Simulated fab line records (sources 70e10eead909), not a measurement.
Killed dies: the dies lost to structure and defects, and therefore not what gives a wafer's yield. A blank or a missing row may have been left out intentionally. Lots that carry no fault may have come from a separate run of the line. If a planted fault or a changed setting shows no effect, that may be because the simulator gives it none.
A struck lot beside a sound one | flow nandHarc | 40 out of 1302 route steps
Sound: wafers L741.1, L741.2, L741.5. Wafers struck: L751.1, L751.2, L751.5. The cause is named last.
For every step that has rows: the tool of each side, followed by ch and its chambers, followed by its first start. Under that, the readings that differ: sound wafers | struck wafers | difference of the means | sigmas: that difference in standard deviations of wafers without a fault.
alike: readings whose means differ by less than 2 such deviations, and words and numbers that are the same on both sides. not compared: withheld readings, readings that some wafer has no value for, bounds like >300 that may hide the same value, and numbers for which the record gives no deviation and whose values overlap.
The two part at a step that has a row with sigmas, a row that says differs or no value, or rows on one side only. Numbers that have no deviation but don't overlap get no sigmas and don't part them. A reading that every wafer of one side lacks parts them only if that side has two wafers or more.

first, 3 steps without rows for these wafers: NHARC_P_M1_EXPOSE_06 (exposes mask P M1, target cd 130 nm); NHARC_P_M1_PEB_07 (peb time 65 s); NHARC_P_M1_DEVELOP_08 (develop time 35 s).
NHARC_P_M1_CD_MEAS_09: target cd 130 nm.
  sound on cdSem-03 ch 0, day 9 11:26; struck on cdSem-03 ch 0, day 13 09:55
  alike: cdNm
NHARC_P_M1_OVL_MEAS_10: pitch 260 nm.
  struck on overlay-02, day 13 10:01; sound on overlay-02, day 9 11:32
  alike: overlayXNm, overlayYNm
NHARC_P_M1_INSPECT_11:
  struck on defectInspect-02, day 13 10:02; sound on defectInspect-02, day 9 11:34
reading        | sound | struck  | difference | sigmas
rawDefectCount | 3 1 3 | 16 18 9 | +12        | +4
then, 3 steps without rows for these wafers: NHARC_P_M1_DESCUM_14 (chemistry O2, time 3 s); NHARC_P_M1_ETCH_35 (etches the open film in N2/H2, target depth 40 nm, overetch 12 nm, time 43.94 s); NHARC_P_M1_ETCH_15 (etches the open film in C4F8/Ar, target depth 182.5 nm, time 91.2 s).
NHARC_P_M1_CD_MEAS_16:
  struck on cdSem-01, day 13 10:28; sound on cdSem-02, day 9 11:56
  alike: cdNm
then, 1 step without rows for these wafers: NHARC_P_M1_STRIP_18 (strips in N2/H2).
NHARC_P_M1_ETCH_28: etches the open film in CF4/N2, target depth 30 nm, time 72.99 s.
  sound: rieDiel-04 ch 0,2; struck: rieDiel-01 ch 1,3
  alike: biasW, drypumpMotorCurrentA, oesProductAu, rfVppV, showerheadPlenumPTorr, throttleValvePct
  not compared: rfHoursCounterH
NHARC_P_M1_STRIP_19: strips in post etch residue remover, time 600 s.
  sound on wetBench-08 ch 0,1,2, day 9 12:23; struck on wetBench-10 ch 2,3,5, day 13 11:02
then, 1 step without rows for these wafers: NHARC_P_M1_DEGAS_29 (time 60 s).
NHARC_P_M1_PRE_CLEAN_30: time 30 s.
  sound on pvdSputter-01; struck on pvdSputter-03
  alike: heaterPowerW
NHARC_P_M1_PVD_20: deposits TaN, target thk 5 nm, time 8.06 s.
  sound on pvdSputter-01; struck on pvdSputter-03
reading   | sound             | struck            | difference | sigmas
biasV (V) | 167.0 171.4 172.0 | 165.3 168.0 165.1 | -4.0       | -2
  alike: throttleValvePct
then, 2 steps without rows for these wafers: NHARC_P_M1_PVD_21 (deposits Cu, target thk 30 nm, time 20.49 s); NHARC_P_M1_ECD_22 (material Cu, target thk 400 nm).
NHARC_P_M1_ANNEAL_31: time 90 s.
  sound on rtpAnneal-01 ch 0, day 9 13:23; struck on rtpAnneal-02 ch 0, day 13 12:04
  alike: annealTempCMax, wafer_temp_C_max
then, 1 step without rows for these wafers: NHARC_P_M1_CMP_23 (polishes, t overpolish 20 s, target thk 157.82 nm).
NHARC_P_M1_THK_MEAS_24: measures by xrf.
  struck on filmMetro-01, day 13 12:43; sound on filmMetro-01, day 9 14:02
  alike: thkNm
next, for these wafers, 1 step has no rows: NHARC_P_M1_SRD_25.
NHARC_P_M1_PRE_CLEAN_32: time 12 s.
  sound on pecvd-04 ch 0,2, day 9 14:16; struck on pecvd-01 ch 0,2, day 13 12:59
reading          | sound       | struck      | difference | sigmas
heaterPowerW (W) | 634 635 629 | 777 818 795 | +164       | +2
then, 11 steps without rows for these wafers: NHARC_P_M1_DEP_33 (deposits SiCN, target thk 30 nm); NHARC_P_M2_DEP_00 (deposits SiOC, target thk 182.5 nm); NHARC_P_M2_DEHYDRATE_01 (time 120 s); NHARC_P_M2_HMDS_02 (time 30 s); NHARC_P_M2_COAT_34 (time 65 s); NHARC_P_M2_COAT_03 (resist thk 90 nm); NHARC_P_M2_SOFTBAKE_04 (time 55 s); NHARC_P_M2_EBR_05; NHARC_P_M2_EXPOSE_06 (exposes mask P M2, target cd 170 nm); NHARC_P_M2_PEB_07 (peb time 65 s); NHARC_P_M2_DEVELOP_08 (develop time 35 s).
NHARC_P_M2_CD_MEAS_09: target cd 170 nm.
  sound on cdSem-02 ch 0, day 9 15:28; struck on cdSem-03 ch 0, day 13 14:20
  alike: cdNm
NHARC_P_M2_OVL_MEAS_10: pitch 340 nm.
  struck on overlay-02, day 13 14:25; sound on overlay-01, day 9 15:33
  alike: overlayXNm, overlayYNm
then, 3 steps without rows for these wafers: NHARC_P_M2_DESCUM_14 (chemistry O2, time 3 s); NHARC_P_M2_ETCH_35 (etches the open film in N2/H2, target depth 40 nm, overetch 12 nm, time 43.94 s); NHARC_P_M2_ETCH_15 (etches the open film in C4F8/Ar, target depth 182.5 nm, time 91.2 s).
-- record jumps: 18 days between struck wafers' starts before vs after; left off in module P_M2, resumes in module END, first step shown is number 1302 of the route --
NHARC_END_SORT_01:
  sound on prober-02 ch 0, day 27 09:19; struck on prober-01 ch 0, day 31 15:29
reading                | sound          | struck         | difference | sigmas
defectLimitedYield (%) | 94.1 95.6 95.7 | 82.6 83.3 82.1 | -12.5      | -4
killedAtPeriphery      | 0 0 3          | 81 63 85       | +75        | +27
killedDies             | 40 30 29       | 118 113 121    | +84        | +4
  alike: killedAtArray, killedAtOther, killedOpen, killedShort

## WHERE THEY PART
At NHARC_P_M1_INSPECT_11 first; at NHARC_END_SORT_01 last (within this record only).

WHY: what had been put in by the simulator
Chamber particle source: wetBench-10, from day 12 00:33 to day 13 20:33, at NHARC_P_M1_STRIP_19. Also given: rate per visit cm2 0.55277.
